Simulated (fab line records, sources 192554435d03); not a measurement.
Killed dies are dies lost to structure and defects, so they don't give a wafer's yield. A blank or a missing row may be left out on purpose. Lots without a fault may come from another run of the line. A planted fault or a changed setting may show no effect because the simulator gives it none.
fab line records | flow n5_finfet
record lots=7 wafers=21
route steps=1938 shown BEOL_M2@918 BEOL_M4@1028 BEOL_M5@1141
start_h: hours from the record's first day to the start of the lot's first wafer shown | wait_h: hours since the lot's step before | " the same as in the row above | L1.1+2: a row that stands for several wafers | - no value, or no start given | * or withheld: withheld | < > ~ a bound
route shown NAME@n: a module of which the file shows steps, and the number in the route of the first | usual: mean/standard deviation of fault-free wafers | same: alike in all rows | chamber/n: place in a boat | sites: the reading at each site | _std_site: their standard deviation | _edge_site: outer sites' mean less inner sites' | radius_mm: how far each site lies from the wafer's centre | mask NAME#n: copy n | behind: the tool/chamber that last shaped the wafer | hold: why the lot was held/for how many hours/how that ended | device: the transistor (n, p or np) that didn't switch | end of line: the same wafers' tests at the end of the route | a step without rows: its recipe alone | killed: dies lost to structure and defects at the first sort, not the wafer's yield | map: a wafer's dies, x killed, . not, _ none there
set.NAME: the setting as run; set.NAME@STEP: as run at that earlier step | model.NAME: the simulator's own value behind a step, which no gauge read
lots whose settings were changed on purpose; a table a step, a row a wafer
## steps
# step N5_BEOL_M2_SPUTTER_94
# recipe material=Cu target_thk_a=45 temp_c=-20 chamber_pressure_pa=0.07 power_w=withheld time_s=8.29
# columns lot.wafer tool chamber start_h wait_h set.time_s model.Cu_of_BEOL_M2_SPUTTER_94.thk_nm
L081.2 pvd_sputter-02 - 198.92 0.1 8.29 -
L081.4+5 " - " " 9.272 -
L083.2 pvd_sputter-03 - 204.12 0.1 8.29 4.4
L083.3 " - " " 7.794 4.2
L083.6 " - " " 7.794 -
L082.2 pvd_sputter-01 - 222.68 0.1 8.29 4.4
L082.3+5 " - " " 8.29 4.6
L086.1 pvd_sputter-03 - 230.20 0.1 8.29 4.4
L086.3 " - " " 7.789 -
L086.5 " - " " 7.789 4.2
L087.1 pvd_sputter-01 - 230.35 0.1 7.176 -
L087.4 " - " " 8.29 4.6
L087.5 " - " " 7.176 4
L092.1 pvd_sputter-01 - 267.41 0.1 8.29 4.6
L092.2 " - " " 8.29 -
L092.5 " - " " 8.29 4.4
L096.1+3 pvd_sputter-03 - 303.67 0.1 8.29 -
L096.2 " - " " 7.645 -
# step N5_BEOL_M4_COAT_05
# recipe resist=CAR-EUV spin_rpm=1500 resist_thk_nm=30
# columns lot.wafer tool chamber start_h wait_h set.spin_rpm model.CAR-EUV_of_BEOL_M4_COAT_05.thk_nm
L081.2 litho_track-04 0 - - 1500 30
L081.4 " 0 " " 1500 29.8
L081.5 " 0 " " 1648 28.6
L083.2+6 litho_track-04 0 - - 1600 29
L083.3 " 0 " " 1500 29.8
L082.2+3+5 litho_track-04 0 - - 1500 30
L086.1+3+5 litho_track-04 0 - - 1500 30
L087.1+4+5 litho_track-04 0 - - 1500 30
L092.1+2 litho_track-01 0 - - 1358 31.6
L092.5 " 0 " " 1500 30.2
L096.1+2+3 litho_track-04 0 - - 1500 30
# step N5_BEOL_M4_DESCUM_16
# recipe chemistry=O2 time_s=7 source_power_w=50 bias_power_w=20 pressure_mtorr=20 rf_frequency_hz=2.712e+07 temp_c=40 resist=CAR-EUV o2_flow_sccm=225
# columns lot.wafer tool chamber start_h wait_h set.time_s set.spin_rpm@BEOL_M4_COAT_05 model.CAR-EUV_of_BEOL_M4_COAT_05.thk_nm
L081.2 rie_diel-03 0 212.63 0.0 7 1500 26
L081.4 " 2 " " 7.93 1500 25.4
L081.5 " 0 " " 7 1648 24.6
L083.2 rie_diel-01 3 227.33 0.0 6.106 1600 25.6
L083.3 " 0 " " 6.106 1500 26.4
L083.6 " 1 " " 6.106 1600 25.4
L082.2+3+5 rie_diel-03 3,0,2 246.96 0.0 7 1500 26
L086.1+3 rie_diel-03 0,2 256.30 0.0 8.369 1500 25.4
L086.5 " 3 " " 7 1500 26
L087.1+4+5 rie_diel-04 2,0,2 257.27 0.0 7 1500 26
L092.1 rie_diel-01 0 292.23 0.0 7 1358 27.8
L092.2 " 3 " " 8.076 1358 27.2
L092.5 " 1 " " 7 1500 26.2
L096.1+2 rie_diel-01 3,1 334.20 0.4 7 1500 26
L096.3 " 2 " " 6.068 1500 26.6
# step N5_BEOL_M4_ETCH_74
# recipe chemistry=N2/H2 target=underlayer target_depth_a=65 mask_material=CAR-EUV time_s=5.2 ion_energy_ev=200 pressure_mtorr=30 source_w=840 bias_w=150 n2_flow_sccm=200 h2_flow_sccm=200 ends=cleared
# columns lot.wafer tool chamber start_h wait_h set.spin_rpm@BEOL_M4_COAT_05 set.time_s@BEOL_M4_DESCUM_16 model.CAR-EUV_of_BEOL_M4_COAT_05.thk_nm
L081.2 rie_diel-03 0 212.67 0.0 1500 7 20.4
L081.4 " 2 " " 1500 7.93 19.8
L081.5 " 0 " " 1648 7 18.8
L083.2+6 rie_diel-01 3,1 227.37 0.0 1600 6.106 19.8
L083.3 " 0 " " 1500 6.106 20.6
L082.2+3 rie_diel-03 3,0 247.00 0.0 1500 7 20.4
L082.5 " 2 " " 1500 7 20.2
L086.1+3 rie_diel-03 0,2 256.34 0.0 1500 8.369 19.6
L086.5 " 3 " " 1500 7 20.4
L087.1+5 rie_diel-04 2 257.30 0.0 1500 7 20.2
L087.4 " 0 " " 1500 7 20.4
L092.1 rie_diel-01 0 292.27 0.0 1358 7 22
L092.2 " 3 " " 1358 8.076 21.4
L092.5 " 1 " " 1500 7 20.6
L096.1+2 rie_diel-01 3,1 334.24 0.0 1500 7 20.4
L096.3 " 2 " " 1500 6.068 20.8
# step N5_BEOL_M4_ETCH_63
# recipe chemistry=CF4 target=SiARC target_depth_a=156 mask_material=CAR-EUV time_s=26 ion_energy_ev=80 pressure_mtorr=40 source_w=545 bias_w=36 Ar_flow_sccm=100 cf4_flow_sccm=100 ends=cleared
# columns lot.wafer tool chamber start_h wait_h set.spin_rpm@BEOL_M4_COAT_05 set.time_s@BEOL_M4_DESCUM_16 model.CAR-EUV_of_BEOL_M4_COAT_05.thk_nm
L081.2 rie_diel-03 0 212.68 0.0 1500 7 11.2
L081.4 " 2 " " 1500 7.93 10.6
L081.5 " 0 " " 1648 7 9.6
L083.2+6 rie_diel-01 3,1 227.38 0.0 1600 6.106 10.6
L083.3 " 0 " " 1500 6.106 11.4
L082.2+3+5 rie_diel-03 3,0,2 247.02 0.0 1500 7 11.2
L086.1+3 rie_diel-03 0,2 256.35 0.0 1500 8.369 10.4
L086.5 " 3 " " 1500 7 11.2
L087.1+5 rie_diel-04 2 257.32 0.0 1500 7 11
L087.4 " 0 " " 1500 7 11.2
L092.1 rie_diel-01 0 292.28 0.0 1358 7 12.8
L092.2 " 3 " " 1358 8.076 12.2
L092.5 " 1 " " 1500 7 11.4
L096.1+2 rie_diel-01 3,1 334.25 0.0 1500 7 11.2
L096.3 " 2 " " 1500 6.068 11.6
# step N5_BEOL_M4_DESCUM_33
# recipe chemistry=O2 time_s=7 source_power_w=50 bias_power_w=20 pressure_mtorr=20 rf_frequency_hz=2.712e+07 temp_c=40 resist=CAR-EUV o2_flow_sccm=225
# columns lot.wafer tool chamber start_h wait_h set.time_s model.CAR-EUV_of_BEOL_M4_COAT_22.thk_nm
L081.2 rie_diel-03 1 213.64 0.0 7 26
L081.4 " 2 " " 7.426 25.8
L081.5 " 1 " " 7 26.2
L083.2 rie_diel-04 3 228.21 0.0 8.08 25.6
L083.3 " 1 " " 7 26
L083.6 " 0 " " 8.08 25.8
L082.2+3+5 rie_diel-03 1,0,2 247.99 0.1 7 26
L086.1+5 rie_diel-03 0,2 257.53 0.0 8.523 25.2
L086.3 " 3 " " 7 26
L087.1 rie_diel-03 0 258.27 0.0 7 26
L087.4+5 " 2 " " 7 26.2
L092.1+2+5 rie_diel-04 0,3,2 293.31 0.0 7 26.2
L096.1 rie_diel-01 3 335.29 0.1 7 26
L096.2+3 " 1,0 " " 8.519 25.4
# step N5_BEOL_M4_ETCH_77
# recipe chemistry=N2/H2 target=underlayer target_depth_a=65 mask_material=CAR-EUV time_s=5.2 ion_energy_ev=200 pressure_mtorr=30 source_w=840 bias_w=150 n2_flow_sccm=200 h2_flow_sccm=200 ends=cleared
# columns lot.wafer tool chamber start_h wait_h set.time_s@BEOL_M4_DESCUM_33 model.CAR-EUV_of_BEOL_M4_COAT_22.thk_nm
L081.2+5 rie_diel-03 1 213.68 0.0 7 20.4
L081.4 " 2 " " 7.426 20.2
L083.2 rie_diel-04 3 228.24 0.0 8.08 19.8
L083.3 " 1 " " 7 20.4
L083.6 " 0 " " 8.08 20
L082.2+3+5 rie_diel-03 1,0,2 248.02 0.0 7 20.4
L086.1+5 rie_diel-03 0,2 257.57 0.0 8.523 19.6
L086.3 " 3 " " 7 20.4
L087.1+4+5 rie_diel-03 0,2,2 258.31 0.0 7 20.4
L092.1 rie_diel-04 0 293.35 0.0 7 20.6
L092.2+5 " 3,2 " " 7 20.4
L096.1 rie_diel-01 3 335.33 0.0 7 20.2
L096.2+3 " 1,0 " " 8.519 19.6
# step N5_BEOL_M4_TRENCH_ETCH_37
# recipe chemistry=C4F6/O2 target_depth_a=555.55 target=SiOC time_s=29.2 ion_energy_ev=250 pressure_mtorr=30 source_w=355 bias_w=185 Ar_flow_sccm=300 C4F6_flow_sccm=10 O2_flow_sccm=10
# columns lot.wafer tool chamber start_h wait_h set.time_s model.BEOL_M4.feature_depth_nm model.etch.depth_nm
L081.2 rie_diel-03 2 - - 29.2 55.4 55.31
L081.4 " 3 " " 29.2 55.8 55.78
L081.5 " 3 " " 29.2 55.6 55.63
L083.2 rie_diel-01 2 - - 24.54 47.2 47.1
L083.3 " 1 " " 24.54 47 47.03
L083.6 " 0 " " 29.2 55.4 55.46
L082.2 rie_diel-04 3 - - 29.2 57.4 57.37
L082.3 " 1 " " 29.2 55.2 55.25
L082.5 " 0 " " 29.2 55.4 55.33
L086.1 rie_diel-03 0 - - 29.2 56.4 56.43
L086.3 " 1 " " 31.61 61.4 61.4
L086.5 " 3 " " 31.61 59.4 59.49
L087.1 rie_diel-01 1 - - 29.2 55.8 55.75
L087.4 " 3 " " 29.2 56.6 56.6
L087.5 " 1 " " 26.82 51.2 51.13
L092.1 rie_diel-01 3 - - 29.2 56.4 56.44
L092.2 " 1 " " 29.2 56 55.97
L092.5 " 2 " " 29.2 55.8 55.89
L096.1 rie_diel-04 0 - - 29.2 55.6 55.58
L096.2 " 3 " " 26 50.8 50.72
L096.3 " 2 " " 26 49.6 49.68
# step N5_BEOL_M4_ETCH_41
# recipe chemistry=CH3F/O2 target=SiCN target_depth_a=299 taper_deg=2 time_s=52.5 ion_energy_ev=120 mask_material=TiN pressure_mtorr=30 source_w=395 bias_w=75 Ar_flow_sccm=150 CH3F_flow_sccm=30 O2_flow_sccm=20
# step N5_BEOL_M4_STRIP_97
# recipe chemistry=N2/H2 time_s=10 power_w=450 temp_c=40 pressure_mtorr=20 rf_frequency_hz=6e+07 bias_power_w=7 n2_flow_sccm=200 h2_flow_sccm=200
# step N5_BEOL_M4_OCD_MEAS_38
# usual trench_depth_nm=55.9/0.71
# columns lot.wafer tool chamber start_h wait_h set.time_s@BEOL_M4_TRENCH_ETCH_37 trench_depth_nm
L081.2 ocd-02 - 225.65 - 29.2 56.0
L081.4 " - " " 29.2 55.1
L081.5 " - " " 29.2 55.7
L083.2 ocd-01 - 241.17 - 24.54 46.7
L083.3 " - " " 24.54 46.8
L083.6 " - " " 29.2 55.6
L082.2 ocd-01 - 250.26 - 29.2 57.4
L082.3 " - " " 29.2 54.8
L082.5 " - " " 29.2 55.8
L086.1 ocd-02 - 259.31 - 29.2 56.8
L086.3 " - " " 31.61 61.1
L086.5 " - " " 31.61 59.7
L087.1 ocd-02 - 264.87 - 29.2 56.0
L087.4 " - " " 29.2 57.1
L087.5 " - " " 26.82 51.4
L092.1 ocd-01 - 301.09 - 29.2 56.1
L092.2 " - " " 29.2 55.3
L092.5 " - " " 29.2 55.9
L096.1 ocd-02 - 340.83 - 29.2 55.5
L096.2 " - " " 26 50.3
L096.3 " - " " 26 50.1
# step N5_BEOL_M4_HM_STRIP_39
# recipe chemistry=peroxide_tin_strip material=TiN target_depth_a=250 temp_c=50 time_s=158
# step N5_BEOL_M4_SRD_40
# recipe time_s=30 temp_c=23 rinse_liquid=diw dry=ipa_marangoni
# step N5_BEOL_M4_ECD_50
# recipe material=Cu target_thk_a=3000
# step N5_BEOL_M4_ANNEAL_51
# recipe temp_c=225 time_s=90 ambient=N2
# step N5_BEOL_M4_CMP_52
# recipe stop_on=SiOC t_overpolish_s=6.8 down_force_psi=1 platen_rpm=50 clearing_platen_down_force_psi=1.5 clearing_platen_rpm=50 post_cmp_clean=cu_alkaline target_thk_nm=40 clearing_platen_pad_velocity_m_s=0.99484 pad_velocity_m_s=0.99484
# columns lot.wafer tool chamber start_h wait_h set.time_s@BEOL_M4_TRENCH_ETCH_37 model.Cu_of_BEOL_M4_ECD_50.thk_nm
L081.2 cmp-04 1 229.25 0.3 29.2 40.2
L081.4 " 2 " " 29.2 41
L081.5 " 3 " " 29.2 40.6
L083.2 cmp-02 2 244.63 0.2 24.54 32.4
L083.3 " 3 " " 24.54 32
L083.6 " 2 " " 29.2 41.4
L082.2 cmp-03 2 254.41 0.2 29.2 42.8
L082.3 " 3 " " 29.2 41.6
L082.5 " 2 " " 29.2 42.6
L086.1 cmp-02 2 265.01 0.3 29.2 41.4
L086.3 " 3 " " 31.61 46.4
L086.5 " 1 " " 31.61 41.8
L087.4 cmp-02 3 269.31 1.2 29.2 41.6
L087.1 " 0 " " 29.2 40.2
L087.5 " 3 " " 26.82 37.6
L092.2+5 cmp-02 0 304.17 0.2 29.2 40.6
L092.1 " 2 " " 29.2 40.2
L096.1 cmp-03 2 344.44 0.5 29.2 40
L096.2 " 0 " " 26 37
L096.3 " 1 " " 26 34.8
# step N5_BEOL_M5_COAT_74
# recipe resist=underlayer temp_c=205 time_s=60 spin_rpm=1500 resist_thk_nm=5
# columns lot.wafer tool chamber start_h wait_h set.spin_rpm
L081.2 litho_track-04 0 - - 1655
L081.4+5 " 0 " " 1500
L083.2+3+6 litho_track-05 0 - - 1500
L082.2+3+5 litho_track-05 0 - - 1500
L086.1+5 litho_track-03 0 - - 1500
L086.3 " 0 " " 1423
L087.1 litho_track-03 0 - - 1500
L087.4+5 " 0 " " 1619
L092.1 litho_track-04 0 - - 1500
L092.2+5 " 0 " " 1421
L096.1 litho_track-04 0 - - 1500
L096.2+3 " 0 " " 1436
# step N5_BEOL_M5_COAT_22
# recipe resist=CAR-EUV spin_rpm=1500 resist_thk_nm=30
# step N5_BEOL_M5_EBR_24
# recipe solvent=PGMEA ebr_width_mm=1.5
# step N5_BEOL_M5_DESCUM_33
# recipe chemistry=O2 time_s=7 source_power_w=50 bias_power_w=20 pressure_mtorr=20 rf_frequency_hz=2.712e+07 temp_c=40 resist=CAR-EUV o2_flow_sccm=225
# step N5_BEOL_M5_ETCH_75
# recipe chemistry=N2/H2 target=underlayer target_depth_a=65 mask_material=CAR-EUV time_s=5.2 ion_energy_ev=200 pressure_mtorr=30 source_w=840 bias_w=150 n2_flow_sccm=200 h2_flow_sccm=200 ends=cleared
# usual etch_rf_on_time_s=5.22/0.077
# columns lot.wafer tool chamber start_h wait_h set.spin_rpm@BEOL_M5_COAT_74 etch_rf_on_time_s model.etch.depth_nm
L081.2 rie_diel-05 2 235.19 0.0 1655 4.96 4.742
L081.4 " 3 " " 1500 5.33 4.977
L081.5 " 2 " " 1500 5.21 4.959
L083.2 rie_diel-05 2 251.87 0.0 1500 5.28 5.01
L083.3 " 1 " " 1500 5.20 5.017
L083.6 " 3 " " 1500 5.36 4.992
L082.2 rie_diel-06 0 259.04 0.0 1500 5.25 4.996
L082.3 " 1 " " 1500 5.24 5.013
L082.5 " 3 " " 1500 5.30 5.017
L086.1 rie_diel-05 2 274.18 0.0 1500 5.27 5.001
L086.3 " 0 " " 1423 5.49 5.121
L086.5 " 0 " " 1500 5.28 4.973
L087.1 rie_diel-05 0 282.44 0.0 1500 5.29 4.991
L087.4 " 2 " " 1619 5.08 4.799
L087.5 " 0 " " 1619 5.08 4.804
L092.1 rie_diel-06 1 310.06 0.0 1500 5.26 5.006
L092.2 " 2 " " 1421 5.33 5.137
L092.5 " 2 " " 1421 5.35 5.146
L096.1 rie_diel-05 0 350.45 0.0 1500 5.27 5.02
L096.2 " 2 " " 1436 5.33 5.138
L096.3 " 1 " " 1436 5.26 5.124
# step N5_BEOL_M5_TRENCH_ETCH_37
# recipe chemistry=C4F6/O2 target_depth_a=716.52 target=SiCOH_lowk time_s=24.7 ion_energy_ev=250 pressure_mtorr=30 source_w=345 bias_w=185 Ar_flow_sccm=300 C4F6_flow_sccm=10 O2_flow_sccm=10
# columns lot.wafer tool chamber start_h wait_h set.time_s model.BEOL_M5.feature_depth_nm model.etch.depth_nm
L081.2 rie_diel-05 2 - - 24.7 71.2 71.17
L081.4 " 3 " " 22.66 64.4 64.33
L081.5 " 2 " " 22.66 65.8 65.76
L083.2 rie_diel-05 2 - - 24.7 71.2 71.2
L083.3 " 1 " " 24.7 70.8 70.82
L083.6 " 3 " " 24.7 69.8 69.74
L082.2 rie_diel-06 0 - - 24.7 69.8 69.89
L082.3 " 1 " " 24.7 70.2 70.15
L082.5 " 3 " " 24.7 70 69.95
L086.1 rie_diel-05 2 - - 26.94 77 77.09
L086.3 " 0 " " 26.94 77.2 77.13
L086.5 " 0 " " 26.94 76.6 76.56
L087.1 rie_diel-05 0 - - 29.5 83.4 83.43
L087.4 " 2 " " 29.5 84.2 84.1
L087.5 " 0 " " 24.7 69.8 69.73
L092.1 rie_diel-06 1 - - 20.07 57.4 57.44
L092.2 " 2 " " 24.7 71.6 71.53
L092.5 " 2 " " 20.07 58 58.02
L096.1 rie_diel-05 0 - - 24.7 70 70.03
L096.2 " 2 " " 22.67 65 64.97
L096.3 " 1 " " 24.7 71 70.97
# step N5_BEOL_M5_ETCH_41
# recipe chemistry=CH3F/O2 target=SiCN target_depth_a=315 taper_deg=2 time_s=56.7 ion_energy_ev=120 mask_material=TiN pressure_mtorr=30 source_w=395 bias_w=75 Ar_flow_sccm=150 CH3F_flow_sccm=30 O2_flow_sccm=20
# step N5_BEOL_M5_STRIP_91
# recipe chemistry=N2/H2 time_s=10 power_w=450 temp_c=40 pressure_mtorr=20 rf_frequency_hz=6e+07 bias_power_w=7 n2_flow_sccm=200 h2_flow_sccm=200
# step N5_BEOL_M5_OCD_MEAS_38
# usual trench_depth_nm=71.0/1.1
# columns lot.wafer tool chamber start_h wait_h set.time_s@BEOL_M5_TRENCH_ETCH_37 trench_depth_nm
L081.2 ocd-02 - 235.58 - 24.7 71.8
L081.4 " - " " 22.66 64.3
L081.5 " - " " 22.66 65.8
L083.2 ocd-01 - 252.26 - 24.7 71.3
L083.3 " - " " 24.7 71.3
L083.6 " - " " 24.7 69.5
L082.2 ocd-01 - 259.43 - 24.7 70.0
L082.3 " - " " 24.7 70.7
L082.5 " - " " 24.7 70.4
L086.1 ocd-01 - 274.57 - 26.94 76.8
L086.3 " - " " 26.94 77.3
L086.5 " - " " 26.94 76.5
L087.1 ocd-02 - 282.83 - 29.5 83.6
L087.4 " - " " 29.5 84.0
L087.5 " - " " 24.7 69.8
L092.1 ocd-02 - 310.45 - 20.07 57.2
L092.2 " - " " 24.7 72.4
L092.5 " - " " 20.07 58.4
L096.1 ocd-01 - 350.83 - 24.7 69.6
L096.2 " - " " 22.67 65.1
L096.3 " - " " 24.7 70.9
## key
split step=N5_BEOL_M2_SPUTTER_94 setting=time_s stated=8.29 by=wafer
response step=N5_BEOL_M2_SPUTTER_94 reading=model.Cu_of_BEOL_M2_SPUTTER_94.thk_nm change=+0.0414 per=1% r=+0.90
split step=N5_BEOL_M4_COAT_05 setting=spin_rpm stated=1500 by=wafer
response step=N5_BEOL_M4_COAT_05 reading=model.CAR-EUV_of_BEOL_M4_COAT_05.thk_nm change=-0.136 per=1% r=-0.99
response step=N5_BEOL_M4_DESCUM_16 reading=model.CAR-EUV_of_BEOL_M4_COAT_05.thk_nm change=-0.126 per=1% r=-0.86
response step=N5_BEOL_M4_ETCH_74 reading=model.CAR-EUV_of_BEOL_M4_COAT_05.thk_nm slope=-0.146 per=1% together_with=time_s@BEOL_M4_DESCUM_16 explained=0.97
response step=N5_BEOL_M4_ETCH_63 reading=model.CAR-EUV_of_BEOL_M4_COAT_05.thk_nm slope=-0.146 per=1% together_with=time_s@BEOL_M4_DESCUM_16 explained=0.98
split step=N5_BEOL_M4_DESCUM_16 setting=time_s stated=7 by=wafer
response step=N5_BEOL_M4_DESCUM_16 reading=model.CAR-EUV_of_BEOL_M4_COAT_05.thk_nm slope=-0.0368 per=1% together_with=spin_rpm@BEOL_M4_COAT_05 explained=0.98
response step=N5_BEOL_M4_ETCH_74 reading=model.CAR-EUV_of_BEOL_M4_COAT_05.thk_nm slope=-0.038 per=1% together_with=spin_rpm@BEOL_M4_COAT_05 explained=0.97
response step=N5_BEOL_M4_ETCH_63 reading=model.CAR-EUV_of_BEOL_M4_COAT_05.thk_nm slope=-0.038 per=1% together_with=spin_rpm@BEOL_M4_COAT_05 explained=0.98
split step=N5_BEOL_M4_DESCUM_33 setting=time_s stated=7 by=wafer
response step=N5_BEOL_M4_DESCUM_33 reading=model.CAR-EUV_of_BEOL_M4_COAT_22.thk_nm change=-0.0302 per=1% r=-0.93
response step=N5_BEOL_M4_ETCH_77 reading=model.CAR-EUV_of_BEOL_M4_COAT_22.thk_nm change=-0.0323 per=1% r=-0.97
split step=N5_BEOL_M4_TRENCH_ETCH_37 setting=time_s stated=29.2 by=wafer
response step=N5_BEOL_M4_TRENCH_ETCH_37 reading=model.BEOL_M4.feature_depth_nm change=+0.521 per=1% r=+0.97
response step=N5_BEOL_M4_TRENCH_ETCH_37 reading=model.etch.depth_nm change=+0.524 per=1% r=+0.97
response step=N5_BEOL_M4_OCD_MEAS_38 reading=trench_depth_nm change=+0.531 per=1% r=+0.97
response step=N5_BEOL_M4_CMP_52 reading=model.Cu_of_BEOL_M4_ECD_50.thk_nm change=+0.473 per=1% r=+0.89
split step=N5_BEOL_M5_COAT_74 setting=spin_rpm stated=1500 by=wafer
response step=N5_BEOL_M5_ETCH_75 reading=etch_rf_on_time_s change=* per=1% r=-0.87
response step=N5_BEOL_M5_ETCH_75 reading=model.etch.depth_nm change=-0.0236 per=1% r=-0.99
split step=N5_BEOL_M5_TRENCH_ETCH_37 setting=time_s stated=24.7 by=wafer
response step=N5_BEOL_M5_TRENCH_ETCH_37 reading=model.BEOL_M5.feature_depth_nm change=+0.726 per=1% r=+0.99
response step=N5_BEOL_M5_TRENCH_ETCH_37 reading=model.etch.depth_nm change=+0.726 per=1% r=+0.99
response step=N5_BEOL_M5_OCD_MEAS_38 reading=trench_depth_nm change=+0.744 per=1% r=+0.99
